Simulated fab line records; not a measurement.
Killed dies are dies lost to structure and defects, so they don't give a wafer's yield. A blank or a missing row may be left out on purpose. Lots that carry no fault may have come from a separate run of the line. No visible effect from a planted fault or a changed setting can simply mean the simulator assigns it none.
Which tool is to blame? -- flow nand harc -- Sampling: 14 lots, 41 wafers, 5 of 1159 route steps

== WHAT THE GAUGES READ, wafer by wafer ==
NHARC_P_BONDPAD_OVL_MEAS_38. Usual: overlay x nm 1 nm, standard deviation 7.3; overlay y nm 0 nm, standard deviation 5.8.
lot,measured,on,overlay x nm (nm),overlay y nm (nm),flag
L721,day 6 23:46,overlay-02,11 10 10,17 17 17,
L722,day 7 04:10,overlay-01,5 6 5,9 10 10,
L725,day 7 06:30,overlay-02,-9 -9 -9,2 2 2,
L724,day 7 07:26,overlay-02,-3 -3 -3,-6 -7 -7,
L723,day 7 11:16,overlay-01,-12 -11 -11,-1 -1 -1,
L726,day 8 05:32,overlay-02,11 11 11,-6 -6 -6,
L727,day 8 16:50,overlay-02,7 7,-3 -3,
L735,day 10 12:14,overlay-01,-1 -2 -2,8 8 8,
L737,day 10 21:44,overlay-01,-2 -2 -2,1 1 0,
L736,day 10 22:34,overlay-01,-10 -10 -10,-3 -3 -3,
L740,day 11 11:49,overlay-02,-12 -12 -12,2 2 2,
L739,day 11 12:46,overlay-01,15 15 15,-1 -1 0,
L738,day 11 18:49,overlay-01,7 6 6,2 2 1,
L741,day 11 19:43,overlay-02,-1 -1 -1,1 1 1,

NHARC_END_SORT_01. Usual: defect limited yield 95.3 %, standard deviation 1.7; killed at array 28, standard deviation 12; killed at other 0.8, standard deviation 1.1; killed at periphery 3.6, standard deviation 2.3; killed dies 32, standard deviation 12; killed open 3.4, standard deviation 1.9; killed short 2.0, standard deviation 1.3; sort_bin_2_pct 1.4 %, standard deviation 0.61; sort_bin_3_pct 0.26 %, standard deviation 0.22; sort_bin_4_pct 3.0 %, standard deviation 1.2; sort n pass 645, standard deviation 12; sort rim yield pct 95.8 %, standard deviation 2.9; sort yield pct 95.3 %, standard deviation 1.7.
lot,measured,on,defect limited yield (%),killed at array,killed at other,killed at periphery,killed dies,killed open,killed short,sort_bin_2_pct (%),sort_bin_3_pct (%),sort_bin_4_pct (%),sort n pass,sort rim yield pct (%),sort yield pct (%),flag
L727,day 21 02:41,prober-02,95.3 94.1,28 36,0 1,4 3,32 40,5 0,2 5,1.9 2.1,0.15 0.15,2.7 3.7,645 637,93.4 93.4,95.3 94.1,

== TOOL THAT RAN EACH LOT (tool first, then ch and the chambers of the sampled wafers, then the start) ==
lot,NHARC_P_M1_PRE_CLEAN_30,NHARC_P_BONDPAD_SOFTBAKE_04,NHARC_P_BONDPAD_ANNEAL_28
L721,"pvd sputter-02, day 6 23:00 or earlier","litho track-03 ch 0, day 6 23:00","rtp anneal-01 ch 0, day 7 01:38"
L722,"pvd sputter-03, day 7 03:00 or earlier","litho track-03 ch 0, day 7 03:00","rtp anneal-02 ch 0, day 7 05:58"
L725,"pvd sputter-02, day 7 06:00 or earlier","litho track-05 ch 0, day 7 06:00","rtp anneal-02 ch 0, day 7 08:34"
L724,"pvd sputter-03, day 7 06:00 or earlier","litho track-02 ch 0, day 7 06:00","rtp anneal-02 ch 0, day 7 09:29"
L723,"pvd sputter-01, day 7 10:00 or earlier","litho track-02 ch 0, day 7 10:00","rtp anneal-01 ch 0, day 7 13:19"
L726,"pvd sputter-02, day 8 05:00 or earlier","litho track-02 ch 0, day 8 05:00","rtp anneal-02 ch 0, day 8 07:25"
L727,"pvd sputter-01, day 8 16:00 or earlier","litho track-02 ch 0, day 8 16:00","rtp anneal-01 ch 0, day 8 18:46"
L735,"pvd sputter-01, day 10 11:00 or earlier","litho track-03 ch 0, day 10 11:00","rtp anneal-02 ch 0, day 10 14:16"
L737,"pvd sputter-01, day 10 21:00 or earlier","litho track-02 ch 0, day 10 21:00","rtp anneal-02 ch 0, day 10 23:35"
L736,"pvd sputter-02, day 10 22:00 or earlier","litho track-02 ch 0, day 10 22:00","rtp anneal-01 ch 0, day 11 00:34"
L740,"pvd sputter-02, day 11 11:00 or earlier","litho track-03 ch 0, day 11 11:00","rtp anneal-01 ch 0, day 11 13:43"
L739,"pvd sputter-03, day 11 12:00 or earlier","litho track-03 ch 0, day 11 12:00","rtp anneal-02 ch 0, day 11 14:44"
L738,"pvd sputter-03, day 11 18:00 or earlier","litho track-03 ch 0, day 11 18:00","rtp anneal-02 ch 0, day 11 20:42"
L741,"pvd sputter-02, day 11 19:00 or earlier","litho track-02 ch 0, day 11 19:00","rtp anneal-01 ch 0, day 11 22:01"
- NHARC_P_M1_PRE_CLEAN_30: time 30 s.
- NHARC_P_BONDPAD_SOFTBAKE_04: time 70 s.
- NHARC_P_BONDPAD_ANNEAL_28: time 90 s.

== WHAT THE TOOLS THEMSELVES READ (means of the sampled wafers that have a number; where no wafer has one, the mark that the record gives instead) ==
NHARC_P_M1_PRE_CLEAN_30. Usual: heater power w at 409 W, with a standard deviation of 48.
lot,tool,heater power w (W),flag
L721,pvd sputter-02,358,
L722,pvd sputter-03,414,
L725,pvd sputter-02,439,
L724,pvd sputter-03,379,
L723,pvd sputter-01,414,
L726,pvd sputter-02,376,
L727,pvd sputter-01,429,
L735,pvd sputter-01,422,
L737,pvd sputter-01,437,
L736,pvd sputter-02,438,
L740,pvd sputter-02,383,
L739,pvd sputter-03,452,
L738,pvd sputter-03,455,
L741,pvd sputter-02,360,

NHARC_P_BONDPAD_SOFTBAKE_04. Usual: plate temp C at 125.01 C, with a standard deviation of 0.14.
lot,tool,plate temp C (C),flag
L721,litho track-03,125.00,
L722,litho track-03,124.88,
L725,litho track-05,125.07,
L724,litho track-02,124.90,
L723,litho track-02,125.00,
L726,litho track-02,125.87,OFF
L727,litho track-02,125.66,OFF
L735,litho track-03,124.79,
L737,litho track-02,125.08,
L736,litho track-02,124.97,
L740,litho track-03,125.00,
L739,litho track-03,125.09,
L738,litho track-03,125.06,
L741,litho track-02,125.18,

NHARC_P_BONDPAD_ANNEAL_28. Usual: wafer_temp_C_max at 226.06, with a standard deviation of 0.25.
lot,tool,wafer_temp_C_max,flag
L721,rtp anneal-01,226.13,
L722,rtp anneal-02,226.00,
L725,rtp anneal-02,226.16,
L724,rtp anneal-02,226.08,
L723,rtp anneal-01,226.01,
L726,rtp anneal-02,225.91,
L727,rtp anneal-01,226.12,
L735,rtp anneal-02,226.32,
L737,rtp anneal-02,225.90,
L736,rtp anneal-01,225.91,
L740,rtp anneal-01,225.86,
L739,rtp anneal-02,225.91,
L738,rtp anneal-02,225.94,
L741,rtp anneal-01,226.24,

== THE ANSWER, worked out from the rows above alone ==
Rule: a lot counts as off when the mean over its wafers that have a number is more than 3 standard deviations away from the usual mean. A lot without any number at a reading at which 4 lots or more have one is off too. All remaining lots with rows at the step are treated as sound. After the gauges, taken in route order, come the tools' own readings; for these a lot's mean is taken, as printed above. At the first step where some lot is off, the reading lying furthest off is the one used; lots without a number count as furthest.
Off at NHARC_P_BONDPAD_SOFTBAKE_04 (plate temp C): L726, L727.
A tool fits if, at that step or a process step before it, it ran every lot that is off, and no sound lot after the first of them. NHARC_P_M1_PRE_CLEAN_30 gives no start for some lots, so the hours and the order of its lots are those of NHARC_P_BONDPAD_SOFTBAKE_04. None of those tried fits.

== WHAT WAS PUT IN BY THE SIMULATOR ==
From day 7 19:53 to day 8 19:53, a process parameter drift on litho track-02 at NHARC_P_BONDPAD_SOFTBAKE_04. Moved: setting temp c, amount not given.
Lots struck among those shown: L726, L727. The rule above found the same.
